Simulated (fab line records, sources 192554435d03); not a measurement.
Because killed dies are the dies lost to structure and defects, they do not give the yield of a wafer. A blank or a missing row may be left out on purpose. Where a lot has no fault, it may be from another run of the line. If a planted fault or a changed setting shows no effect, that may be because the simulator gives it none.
fab line records	flow n5_finfet
record: lots: 7	wafers: 21
route steps=1938 shown MOL_CONTACT_COAG@535 BEOL_M0_SAQP@686 BEOL_M2@846 BEOL_M3@931 BEOL_M5@1123
start_h: hours from the record's opening day to when the first of the lot's shown wafers began	wait_h: hours since the lot's step before	" the same as in the row above	L1.1+2: a single row standing in for several wafers	- value missing, or start not given	* or withheld: withheld	< > ~ a bound
route shown NAME@n: NAME is a module with steps in the file, n the number in the route of the first one	usual: mean/standard deviation taken from wafers without a fault	same: alike in all rows	chamber/n: place in a boat	sites: readings site by site	_std_site: their standard deviation	_edge_site: mean of outer sites minus mean of inner sites	radius_mm: for every site, how far away it sits from the centre of the wafer	mask NAME#n: copy n	behind: the tool/chamber that last shaped the wafer	hold: why the lot went on hold/how many hours it stayed there/how the hold came to an end	device: the transistor (n, p or np) that didn't switch	end of line: at the end of the route, the tests of the same wafers	step lacking rows: just its recipe	killed: at the first sort, the dies lost to defects and structure; wafer yield is something else	map: per-die view of a wafer (x killed, . not killed, _ where there is no die)
set.NAME: the setting as run; set.NAME@STEP: as run at that earlier step	model.NAME: the simulator's own value behind a step, which no gauge read
lots whose settings were changed on purpose; a table a step, a row a wafer
== steps ==
step: N5_MOL_CONTACT_COAG_CONTACT_ETCH_14
recipe: chemistry: C4F6/O2	target: SiO2	target_depth_a: 275	overetch_a: 85	mask_material: SOC	pressure_mtorr: 30	source_w: 370	bias_w: 185	Ar_flow_sccm: 300	C4F6_flow_sccm: 16	O2_flow_sccm: 10	time_s: 20	ion_energy_ev: 259.6
usual: rf_vpp_V: 694.0/2.9
lot.wafer	tool	chamber	start_h	wait_h	set.source_w	rf_vpp_V
L080.2	rie_diel-05	2	124.70	0.0	370	697.5
L080.3	"	1	"	"	409.6	674.0
L080.5	"	1	"	"	370	694.9
L081.1	rie_diel-06	1	131.04	0.0	370	694.8
L081.3	"	0	"	"	370	688.8
L081.4	"	3	"	"	370	694.0
L082.1	rie_diel-04	3	139.49	0.0	370	690.5
L082.3	"	0	"	"	370	694.6
L082.4	"	1	"	"	391.8	683.8
L083.1	rie_diel-04	2	141.99	0.0	370	697.7
L083.4	"	1	"	"	370	695.4
L083.6	"	3	"	"	370	691.8
L088.3	rie_diel-06	3	173.20	0.0	370	694.3
L088.4	"	2	"	"	370	694.2
L088.5	"	3	"	"	370	695.0
L093.2	rie_diel-04	3	205.19	0.0	407.7	659.6
L093.4	"	3	"	"	370	691.6
L093.5	"	1	"	"	370	695.1
L094.1	rie_diel-04	1	206.90	0.0	370	696.9
L094.2	"	2	"	"	370	697.5
L094.5	"	2	"	"	370	697.3
step: N5_BEOL_M0_SAQP_EXPOSE_37
recipe: mask_id: M0_CUT1	na: 0.33	source_shape: annular	sigma_inner: 0.35	sigma_outer: 0.8	polarization: unpolarized	target_cd_nm: 30	dose_mj: 44.75
lot.wafer	tool	chamber	start_h	wait_h	mask	set.dose_mj
L080.2+5	euv_scanner-02	0	145.28	-	M0_CUT1#0	45.73
L080.3	"	0	"	"	M0_CUT1#0	44.75
L081.1+3+4	euv_scanner-02	0	153.34	-	M0_CUT1#0	44.75
L082.1	euv_scanner-01	0	160.44	-	M0_CUT1#0	44.75
L082.3+4	"	0	"	"	M0_CUT1#0	43.52
L083.1+4	euv_scanner-02	0	165.16	-	M0_CUT1#0	44.75
L083.6	"	0	"	"	M0_CUT1#0	42.98
L088.3+4+5	euv_scanner-02	0	195.78	-	M0_CUT1#0	44.75
L093.2+4	euv_scanner-02	0	233.31	-	M0_CUT1#0	42.94
L093.5	"	0	"	"	M0_CUT1#0	44.75
L094.1	euv_scanner-02	0	240.21	-	M0_CUT1#0	44.75
L094.2+5	"	0	"	"	M0_CUT1#0	45.66
step: N5_BEOL_M0_SAQP_PEB_38
recipe: peb_temp_c: 100	peb_time_s: 60	resist: CAR-EUV
step: N5_BEOL_M0_SAQP_DEVELOP_39
recipe: develop_time_s: 30	developer: TMAH	resist: CAR-EUV	rinse_liquid: surfactant_rinse	dry: air_spin	dev_temp_c: 23
step: N5_BEOL_M0_SAQP_DESCUM_45
recipe: chemistry: O2	time_s: 7	source_power_w: 50	bias_power_w: 20	pressure_mtorr: 20	rf_frequency_hz: 2.712e+07	temp_c: 40	resist: CAR-EUV	o2_flow_sccm: 225
lot.wafer	tool	chamber	start_h	wait_h	set.dose_mj@BEOL_M0_SAQP_EXPOSE_37	model.BEOL_M0_SAQP.cd_nm
L080.2	rie_diel-02	0	145.53	0.0	45.73	30
L080.3	"	2	"	"	44.75	29.4
L080.5	"	3	"	"	45.73	30.2
L081.1+3	rie_diel-01	1,2	153.61	0.0	44.75	30
L081.4	"	3	"	"	44.75	29.8
L082.1	rie_diel-01	0	160.70	0.0	44.75	29.8
L082.3+4	"	2,3	"	"	43.52	29.6
L083.1+4	rie_diel-02	1,0	165.45	0.1	44.75	30
L083.6	"	2	"	"	42.98	28.8
L088.3+4	rie_diel-03	0,1	196.05	0.1	44.75	29.6
L088.5	"	2	"	"	44.75	29.8
L093.2+4	rie_diel-02	0,2	233.56	0.0	42.94	29
L093.5	"	0	"	"	44.75	29.8
L094.1	rie_diel-03	0	240.46	0.0	44.75	30
L094.2	"	1	"	"	45.66	30.2
L094.5	"	2	"	"	45.66	30.6
step: N5_BEOL_M0_SAQP_ETCH_88
recipe: chemistry: N2/H2	target: underlayer	target_depth_a: 65	time_s: 5.2	ion_energy_ev: 200	mask_material: CAR-EUV	pressure_mtorr: 30	source_w: 840	bias_w: 150	n2_flow_sccm: 200	h2_flow_sccm: 200	ends: cleared
step: N5_BEOL_M0_SAQP_ETCH_73
recipe: chemistry: CF4	target: SiARC	target_depth_a: 195	mask_material: CAR-EUV	time_s: 32.5	ion_energy_ev: 80	pressure_mtorr: 40	source_w: 545	bias_w: 36	Ar_flow_sccm: 100	cf4_flow_sccm: 100	ends: cleared
lot.wafer	tool	chamber	start_h	wait_h	set.dose_mj@BEOL_M0_SAQP_EXPOSE_37	model.BEOL_M0_SAQP.cd_nm
L080.2	rie_diel-02	0	145.58	0.0	45.73	30
L080.3	"	2	"	"	44.75	29.6
L080.5	"	3	"	"	45.73	30.2
L081.1	rie_diel-01	1	153.66	0.0	44.75	30
L081.3	"	2	"	"	44.75	30.2
L081.4	"	3	"	"	44.75	29.8
L082.1	rie_diel-01	0	160.75	0.0	44.75	29.8
L082.3	"	2	"	"	43.52	29.8
L082.4	"	3	"	"	43.52	29.6
L083.1	rie_diel-02	1	165.50	0.0	44.75	29.8
L083.4	"	0	"	"	44.75	30
L083.6	"	2	"	"	42.98	29
L088.3+5	rie_diel-03	0,2	196.10	0.0	44.75	29.6
L088.4	"	1	"	"	44.75	29.8
L093.2	rie_diel-02	0	233.61	0.0	42.94	28.8
L093.4	"	2	"	"	42.94	29
L093.5	"	0	"	"	44.75	29.8
L094.1	rie_diel-03	0	240.51	0.0	44.75	30
L094.2	"	1	"	"	45.66	30.2
L094.5	"	2	"	"	45.66	30.6
step: N5_BEOL_M2_COAT_62
recipe: resist: SiARC	temp_c: 220	time_s: 60	spin_rpm: 1500	resist_thk_nm: 12
lot.wafer	tool	chamber	start_h	wait_h	set.spin_rpm	model.SiARC_of_BEOL_M2_COAT_62.thk_nm
L080.2	litho_track-04	0	-	-	1652	11.4
L080.3+5	"	0	"	"	1500	12
L081.1+3+4	litho_track-01	0	-	-	1500	12
L082.1	litho_track-04	0	-	-	1500	12
L082.3+4	"	0	"	"	1571	11.8
L083.1+4+6	litho_track-05	0	-	-	1598	11.6
L088.3+4+5	litho_track-05	0	-	-	1500	12
L093.2+4+5	litho_track-04	0	-	-	1500	12
L094.1+2+5	litho_track-04	0	-	-	1500	12
step: N5_BEOL_M2_COAT_73
recipe: resist: underlayer	temp_c: 205	time_s: 60	spin_rpm: 1500	resist_thk_nm: 5
lot.wafer	tool	chamber	start_h	wait_h	set.temp_c
L080.2+3+5	litho_track-04	0	-	-	205
L081.1+3+4	litho_track-01	0	-	-	205
L082.1+3+4	litho_track-04	0	-	-	205
L083.1+6	litho_track-05	0	-	-	210.4
L083.4	"	0	"	"	205
L088.3+4	litho_track-05	0	-	-	205
L088.5	"	0	"	"	199.3
L093.2	litho_track-04	0	-	-	205
L093.4+5	"	0	"	"	208.4
L094.1	litho_track-04	0	-	-	205
L094.2+5	"	0	"	"	211.4
step: N5_BEOL_M2_COAT_05
recipe: resist: CAR-EUV	spin_rpm: 1500	resist_thk_nm: 30
step: N5_BEOL_M2_EBR_07
recipe: solvent: PGMEA	ebr_width_mm: 1.5
step: N5_BEOL_M2_DESCUM_16
recipe: chemistry: O2	time_s: 7	source_power_w: 50	bias_power_w: 20	pressure_mtorr: 20	rf_frequency_hz: 2.712e+07	temp_c: 40	resist: CAR-EUV	o2_flow_sccm: 225
step: N5_BEOL_M2_ETCH_74
recipe: chemistry: N2/H2	target: underlayer	target_depth_a: 65	mask_material: CAR-EUV	time_s: 5.2	ion_energy_ev: 200	pressure_mtorr: 30	source_w: 840	bias_w: 150	n2_flow_sccm: 200	h2_flow_sccm: 200	ends: cleared
step: N5_BEOL_M2_ETCH_63
recipe: chemistry: CF4	target: SiARC	target_depth_a: 156	mask_material: CAR-EUV	time_s: 26	ion_energy_ev: 80	pressure_mtorr: 40	source_w: 545	bias_w: 36	Ar_flow_sccm: 100	cf4_flow_sccm: 100	ends: cleared
lot.wafer	tool	chamber	start_h	wait_h	set.spin_rpm@BEOL_M2_COAT_62	model.etch.depth_nm
L080.2	rie_diel-06	0	165.46	0.0	1652	11.4
L080.3	"	2	"	"	1500	11.98
L080.5	"	0	"	"	1500	11.96
L081.1	rie_diel-06	3	173.69	0.0	1500	12.03
L081.3	"	2	"	"	1500	11.99
L081.4	"	2	"	"	1500	11.98
L082.1	rie_diel-06	2	185.90	0.0	1500	12.07
L082.3+4	"	0,1	"	"	1571	11.75
L083.1	rie_diel-04	2	186.69	0.0	1598	11.65
L083.4	"	0	"	"	1598	11.64
L083.6	"	2	"	"	1598	11.66
L088.3	rie_diel-06	2	225.32	0.0	1500	12.03
L088.4	"	3	"	"	1500	12
L088.5	"	1	"	"	1500	12.02
L093.2+5	rie_diel-04	0,2	261.72	0.0	1500	11.96
L093.4	"	0	"	"	1500	12.01
L094.1	rie_diel-06	3	268.75	0.0	1500	11.97
L094.2+5	"	2	"	"	1500	11.96
step: N5_BEOL_M3_ILD_DEP_00
recipe: material: SiOC	target_thk_a: 790	temp_c: 350	precursor: DEMS/O2	pressure_torr: 5	rf_w: 500	time_s: 15.3
lot.wafer	tool	chamber	start_h	wait_h	set.time_s	model.SiOC_of_BEOL_M3_ILD_DEP_00.thk_nm
L080.2	pecvd-01	2	175.96	0.0	15.3	79.6
L080.3	"	1	"	"	15.3	77.4
L080.5	"	1	"	"	15.3	78.2
L081.1	pecvd-01	2	182.26	0.0	15.3	79.8
L081.3	"	0	"	"	15.3	78.4
L081.4	"	1	"	"	15.3	78.2
L082.1	pecvd-01	1	195.95	0.0	15.3	76.2
L082.3	"	0	"	"	14.05	70.8
L082.4	"	1	"	"	14.05	71.4
L083.1	pecvd-02	0	196.08	0.0	15.3	78.6
L083.4	"	1	"	"	15.3	81.8
L083.6	"	2	"	"	15.3	81.2
L088.3	pecvd-02	1	236.68	0.0	15.3	79.4
L088.4	"	0	"	"	16.26	85.2
L088.5	"	1	"	"	15.3	80.8
L093.2	pecvd-01	1	281.06	0.0	14.61	75.2
L093.4	"	2	"	"	15.3	79.2
L093.5	"	1	"	"	14.61	76.4
L094.1	pecvd-02	2	287.22	0.0	16.28	84.8
L094.2	"	1	"	"	16.28	84.2
L094.5	"	2	"	"	15.3	81.4
step: N5_BEOL_M3_THK_MEAS_01
recipe: reads: SiOC_of_BEOL_M3_ILD_DEP_00
usual: M3_ILD_THK: 79.1/1.2
lot.wafer	tool	chamber	start_h	wait_h	set.time_s@BEOL_M3_ILD_DEP_00	M3_ILD_THK[nm]
L080.2	film_metro-02	-	176.02	0.1	15.3	79.7
L080.3	"	-	"	"	15.3	77.5
L080.5	"	-	"	"	15.3	78.2
L081.1	film_metro-01	-	182.32	0.0	15.3	79.8
L081.3	"	-	"	"	15.3	78.5
L081.4	"	-	"	"	15.3	78.2
L082.1	film_metro-02	-	196.02	0.0	15.3	76.1
L082.3	"	-	"	"	14.05	70.7
L082.4	"	-	"	"	14.05	71.5
L083.1	film_metro-02	-	196.15	0.0	15.3	78.7
L083.4	"	-	"	"	15.3	81.7
L083.6	"	-	"	"	15.3	81.2
L088.3	film_metro-01	-	236.74	0.1	15.3	79.3
L088.4	"	-	"	"	16.26	85.2
L088.5	"	-	"	"	15.3	80.8
L093.2	film_metro-02	-	281.13	0.1	14.61	75.2
L093.4	"	-	"	"	15.3	79.2
L093.5	"	-	"	"	14.61	76.4
L094.1	film_metro-01	-	287.29	0.0	16.28	84.7
L094.2	"	-	"	"	16.28	84.1
L094.5	"	-	"	"	15.3	81.4
step: N5_BEOL_M3_COAT_22
recipe: resist: CAR-EUV	spin_rpm: 1500	resist_thk_nm: 30
lot.wafer	tool	chamber	start_h	wait_h	set.spin_rpm	model.CAR-EUV_of_BEOL_M3_COAT_22.thk_nm
L080.2+3	litho_track-02	0	-	-	1500	30
L080.5	"	0	"	"	1362	31.6
L081.1	litho_track-03	0	-	-	1500	30
L081.3+4	"	0	"	"	1500	30.2
L082.1+3+4	litho_track-01	0	-	-	1500	30
L083.1+4	litho_track-03	0	-	-	1343	31.8
L083.6	"	0	"	"	1500	30
L088.3+5	litho_track-03	0	-	-	1500	29.8
L088.4	"	0	"	"	1500	30
L093.2	litho_track-02	0	-	-	1500	29.8
L093.4	"	0	"	"	1500	30
L093.5	"	0	"	"	1654	28.6
L094.1	litho_track-02	0	-	-	1543	29.8
L094.2+5	"	0	"	"	1500	30.2
step: N5_BEOL_M3_EXPOSE_25
recipe: mask_id: V2	na: 0.33	source_shape: quasar	sigma_inner: 0.2	sigma_outer: 0.8	polarization: unpolarized	defocus_nm: 5	dose_mj: 63
lot.wafer	tool	chamber	start_h	wait_h	mask	set.dose_mj
L080.2+3	euv_scanner-01	0	179.25	-	V2#0	63
L080.5	"	0	"	"	V2#0	66.1
L081.1+3+4	euv_scanner-01	0	183.54	-	V2#0	63
L082.1+3	euv_scanner-02	0	198.03	-	V2#0	58.85
L082.4	"	0	"	"	V2#0	63
L083.1	euv_scanner-01	0	198.21	-	V2#0	63
L083.4+6	"	0	"	"	V2#0	64.37
L088.3+4	euv_scanner-01	0	239.23	-	V2#0	64.84
L088.5	"	0	"	"	V2#0	63
L093.2+4+5	euv_scanner-02	0	283.30	-	V2#0	63
L094.1+5	euv_scanner-01	0	290.68	-	V2#0	63
L094.2	"	0	"	"	V2#0	60.55
step: N5_BEOL_M3_PEB_26
recipe: peb_temp_c: 100	peb_time_s: 60	resist: CAR-EUV
step: N5_BEOL_M3_DEVELOP_27
recipe: develop_time_s: 30	developer: TMAH	resist: CAR-EUV	rinse_liquid: surfactant_rinse	dry: air_spin	dev_temp_c: 23
lot.wafer	tool	chamber	start_h	wait_h	set.spin_rpm@BEOL_M3_COAT_22	model.CAR-EUV_of_BEOL_M3_COAT_22.thk_nm
L080.2+3	litho_track-01	0	-	-	1500	29.6
L080.5	"	0	"	"	1362	31
L081.1+3	litho_track-03	0	-	-	1500	29.6
L081.4	"	0	"	"	1500	29.8
L082.1+3+4	litho_track-03	0	-	-	1500	29.6
L083.1	litho_track-02	0	-	-	1343	31.4
L083.4	"	0	"	"	1343	31.2
L083.6	"	0	"	"	1500	29.6
L088.3+4+5	litho_track-02	0	-	-	1500	29.4
L093.2+4	litho_track-02	0	-	-	1500	29.4
L093.5	"	0	"	"	1654	28
L094.1	litho_track-01	0	-	-	1543	29.2
L094.2+5	"	0	"	"	1500	29.6
step: N5_BEOL_M5_EXPOSE_08
recipe: mask_id: M5	na: 0.33	source_shape: annular	sigma_inner: 0.4	sigma_outer: 0.8	polarization: unpolarized	target_cd_nm: 28	dose_mj: 35.75
lot.wafer	tool	chamber	start_h	wait_h	mask	set.dose_mj
L080.2	euv_scanner-02	0	202.59	-	M5#0	35.75
L080.3+5	"	0	"	"	M5#0	33.84
L081.1+3+4	euv_scanner-01	0	202.85	-	M5#0	35.75
L082.1+3+4	euv_scanner-02	0	236.40	-	M5#0	35.75
L083.1+4+6	euv_scanner-02	0	236.61	-	M5#0	35.75
L088.3+4	euv_scanner-01	0	272.09	-	M5#0	37.74
L088.5	"	0	"	"	M5#0	35.75
L093.2+5	euv_scanner-02	0	310.47	-	M5#0	34.76
L093.4	"	0	"	"	M5#0	35.75
L094.1+2+5	euv_scanner-02	0	321.48	-	M5#0	35.75
step: N5_BEOL_M5_PEB_09
recipe: peb_temp_c: 100	peb_time_s: 60	resist: CAR-EUV
step: N5_BEOL_M5_DEVELOP_10
recipe: develop_time_s: 30	developer: TMAH	resist: CAR-EUV	rinse_liquid: surfactant_rinse	dry: air_spin	dev_temp_c: 23
step: N5_BEOL_M5_CD_MEAS_11
recipe: target_cd_nm: 27.74	landing_energy_ev: 500	detector: se_inlens
usual: cd_nm: 27.93/0.26
lot.wafer	tool	chamber	start_h	wait_h	set.dose_mj@BEOL_M5_EXPOSE_08	cd_nm
L080.2	cd_sem-03	0	202.72	-	35.75	27.65
L080.3	"	0	"	"	33.84	26.54
L080.5	"	0	"	"	33.84	26.57
L081.1	cd_sem-01	0	202.98	-	35.75	27.80
L081.3	"	0	"	"	35.75	28.19
L081.4	"	0	"	"	35.75	27.69
L082.1	cd_sem-01	0	236.52	-	35.75	27.98
L082.3	"	0	"	"	35.75	27.90
L082.4	"	0	"	"	35.75	27.85
L083.1	cd_sem-03	0	236.74	-	35.75	28.08
L083.4	"	0	"	"	35.75	27.93
L083.6	"	0	"	"	35.75	27.66
L088.3	cd_sem-03	0	272.21	-	37.74	29.19
L088.4	"	0	"	"	37.74	29.27
L088.5	"	0	"	"	35.75	28.18
L093.2	cd_sem-01	0	310.59	-	34.76	27.31
L093.4	"	0	"	"	35.75	27.91
L093.5	"	0	"	"	34.76	27.51
L094.1	cd_sem-01	0	321.60	-	35.75	27.75
L094.2	"	0	"	"	35.75	27.89
L094.5	"	0	"	"	35.75	27.96
step: N5_BEOL_M5_DESCUM_16
recipe: chemistry: O2	time_s: 7	source_power_w: 50	bias_power_w: 20	pressure_mtorr: 20	rf_frequency_hz: 2.712e+07	temp_c: 40	resist: CAR-EUV	o2_flow_sccm: 225
lot.wafer	tool	chamber	start_h	wait_h	set.dose_mj@BEOL_M5_EXPOSE_08	model.BEOL_M5.cd_nm
L080.2	rie_diel-01	3	203.77	1.0	35.75	28
L080.3+5	"	0,3	"	"	33.84	26.4
L081.1+4	rie_diel-03	1,2	204.08	1.0	35.75	27.8
L081.3	"	3	"	"	35.75	27.6
L082.1	rie_diel-01	3	236.65	0.0	35.75	28
L082.3	"	2	"	"	35.75	28.2
L082.4	"	0	"	"	35.75	27.8
L083.1	rie_diel-02	2	236.86	0.0	35.75	28
L083.4	"	3	"	"	35.75	28.4
L083.6	"	2	"	"	35.75	27.8
L088.3	rie_diel-02	2	272.33	0.0	37.74	29.2
L088.4	"	0	"	"	37.74	29.4
L088.5	"	3	"	"	35.75	28
L093.2	rie_diel-03	3	311.20	0.5	34.76	27
L093.4	"	1	"	"	35.75	28
L093.5	"	3	"	"	34.76	27.2
L094.1+2	rie_diel-02	0,3	321.74	0.0	35.75	28
L094.5	"	3	"	"	35.75	27.8
step: N5_BEOL_M5_ETCH_72
recipe: chemistry: N2/H2	target: underlayer	target_depth_a: 65	mask_material: CAR-EUV	time_s: 5.2	ion_energy_ev: 200	pressure_mtorr: 30	source_w: 840	bias_w: 150	n2_flow_sccm: 200	h2_flow_sccm: 200	ends: cleared
lot.wafer	tool	chamber	start_h	wait_h	set.dose_mj@BEOL_M5_EXPOSE_08	model.BEOL_M5.cd_nm
L080.2	rie_diel-01	3	203.81	0.0	35.75	28.2
L080.3+5	"	0,3	"	"	33.84	26.6
L081.1+3	rie_diel-03	1,3	204.12	0.0	35.75	27.6
L081.4	"	2	"	"	35.75	27.8
L082.1	rie_diel-01	3	236.68	0.0	35.75	28
L082.3	"	2	"	"	35.75	28.2
L082.4	"	0	"	"	35.75	27.6
L083.1	rie_diel-02	2	236.90	0.0	35.75	28
L083.4	"	3	"	"	35.75	28.2
L083.6	"	2	"	"	35.75	27.8
L088.3+4	rie_diel-02	2,0	272.36	0.0	37.74	29.4
L088.5	"	3	"	"	35.75	27.8
L093.2	rie_diel-03	3	311.24	0.0	34.76	27
L093.4	"	1	"	"	35.75	27.8
L093.5	"	3	"	"	34.76	27.2
L094.1+2	rie_diel-02	0,3	321.77	0.0	35.75	28
L094.5	"	3	"	"	35.75	27.8
step: N5_BEOL_M5_ETCH_61
recipe: chemistry: CF4	target: SiARC	target_depth_a: 156	mask_material: CAR-EUV	time_s: 26	ion_energy_ev: 80	pressure_mtorr: 40	source_w: 545	bias_w: 36	Ar_flow_sccm: 100	cf4_flow_sccm: 100	ends: cleared
lot.wafer	tool	chamber	start_h	wait_h	set.dose_mj@BEOL_M5_EXPOSE_08	model.BEOL_M5.cd_nm
L080.2	rie_diel-01	3	203.83	0.0	35.75	28
L080.3+5	"	0,3	"	"	33.84	26.4
L081.1	rie_diel-03	1	204.14	0.0	35.75	27.4
L081.3	"	3	"	"	35.75	27.6
L081.4	"	2	"	"	35.75	27.8
L082.1	rie_diel-01	3	236.70	0.0	35.75	28
L082.3	"	2	"	"	35.75	28.2
L082.4	"	0	"	"	35.75	27.6
L083.1+4	rie_diel-02	2,3	236.91	0.0	35.75	28.2
L083.6	"	2	"	"	35.75	28
L088.3	rie_diel-02	2	272.38	0.0	37.74	29.6
L088.4	"	0	"	"	37.74	29.4
L088.5	"	3	"	"	35.75	28
L093.2	rie_diel-03	3	311.26	0.0	34.76	27.2
L093.4	"	1	"	"	35.75	28
L093.5	"	3	"	"	34.76	27.4
L094.1+2	rie_diel-02	0,3	321.79	0.0	35.75	28
L094.5	"	3	"	"	35.75	27.8
step: N5_BEOL_M5_ETCH_62
recipe: chemistry: N2/H2	target: SOC	target_depth_a: 750	overetch_a: 150	mask_material: SiARC	temp_c: 40	time_s: 112.5	ion_energy_ev: 200	pressure_mtorr: 30	source_w: 840	bias_w: 150	n2_flow_sccm: 200	h2_flow_sccm: 200
usual: rf_vpp_V: 523.7/2.7
lot.wafer	tool	chamber	start_h	wait_h	set.source_w	rf_vpp_V
L080.2	rie_diel-01	3	203.85	0.0	840	523.7
L080.3	"	0	"	"	924.1	509.2
L080.5	"	3	"	"	924.1	506.8
L081.1	rie_diel-03	1	204.16	0.0	840	522.9
L081.3	"	3	"	"	840	525.1
L081.4	"	2	"	"	840	521.8
L082.1	rie_diel-01	3	236.73	0.0	840	523.9
L082.3	"	2	"	"	840	527.0
L082.4	"	0	"	"	840	524.3
L083.1	rie_diel-02	2	236.94	0.0	840	531.2
L083.4	"	3	"	"	840	519.1
L083.6	"	2	"	"	960.1	504.7
L088.3	rie_diel-02	2	272.41	0.0	840	528.8
L088.4	"	0	"	"	840	524.5
L088.5	"	3	"	"	840	520.7
L093.2	rie_diel-03	3	311.28	0.0	840	524.9
L093.4	"	1	"	"	711	552.6
L093.5	"	3	"	"	711	555.8
L094.1	rie_diel-02	0	321.82	0.0	840	523.6
L094.2	"	3	"	"	840	522.0
L094.5	"	3	"	"	840	518.8
== key ==
split: step: N5_MOL_CONTACT_COAG_CONTACT_ETCH_14	setting: source_w	stated: 370	by: wafer
response: step: N5_MOL_CONTACT_COAG_CONTACT_ETCH_14	reading: rf_vpp_V	change: -2.5	per: 1%	r: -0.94
split: step: N5_BEOL_M0_SAQP_EXPOSE_37	setting: dose_mj	stated: 44.75	by: wafer
response: step: N5_BEOL_M0_SAQP_DESCUM_45	reading: model.BEOL_M0_SAQP.cd_nm	change: +0.224	per: 1%	r: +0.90
response: step: N5_BEOL_M0_SAQP_ETCH_73	reading: model.BEOL_M0_SAQP.cd_nm	change: +0.194	per: 1%	r: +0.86
split: step: N5_BEOL_M2_COAT_62	setting: spin_rpm	stated: 1500	by: wafer
response: step: N5_BEOL_M2_COAT_62	reading: model.SiARC_of_BEOL_M2_COAT_62.thk_nm	change: -0.0562	per: 1%	r: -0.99
response: step: N5_BEOL_M2_ETCH_63	reading: model.etch.depth_nm	change: -0.0582	per: 1%	r: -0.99
split: step: N5_BEOL_M2_COAT_73	setting: temp_c	stated: 205	by: wafer
response none clear
split: step: N5_BEOL_M3_ILD_DEP_00	setting: time_s	stated: 15.3	by: wafer
response: step: N5_BEOL_M3_ILD_DEP_00	reading: model.SiOC_of_BEOL_M3_ILD_DEP_00.thk_nm	change: +0.65	per: 1%	r: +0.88
response: step: N5_BEOL_M3_THK_MEAS_01	reading: M3_ILD_THK	change: +0.642	per: 1%	r: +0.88
split: step: N5_BEOL_M3_COAT_22	setting: spin_rpm	stated: 1500	by: wafer
response: step: N5_BEOL_M3_COAT_22	reading: model.CAR-EUV_of_BEOL_M3_COAT_22.thk_nm	change: -0.156	per: 1%	r: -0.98
response: step: N5_BEOL_M3_DEVELOP_27	reading: model.CAR-EUV_of_BEOL_M3_COAT_22.thk_nm	change: -0.15	per: 1%	r: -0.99
split: step: N5_BEOL_M3_EXPOSE_25	setting: dose_mj	stated: 63	by: wafer
response none clear
split: step: N5_BEOL_M5_EXPOSE_08	setting: dose_mj	stated: 35.75	by: wafer
response: step: N5_BEOL_M5_CD_MEAS_11	reading: cd_nm	change: +0.195	per: 1%	r: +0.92
response: step: N5_BEOL_M5_DESCUM_16	reading: model.BEOL_M5.cd_nm	change: +0.272	per: 1%	r: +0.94
response: step: N5_BEOL_M5_ETCH_72	reading: model.BEOL_M5.cd_nm	change: +0.289	per: 1%	r: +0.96
response: step: N5_BEOL_M5_ETCH_61	reading: model.BEOL_M5.cd_nm	change: +0.28	per: 1%	r: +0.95
split: step: N5_BEOL_M5_ETCH_62	setting: source_w	stated: 840	by: wafer
response: step: N5_BEOL_M5_ETCH_62	reading: rf_vpp_V	change: -1.66	per: 1%	r: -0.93
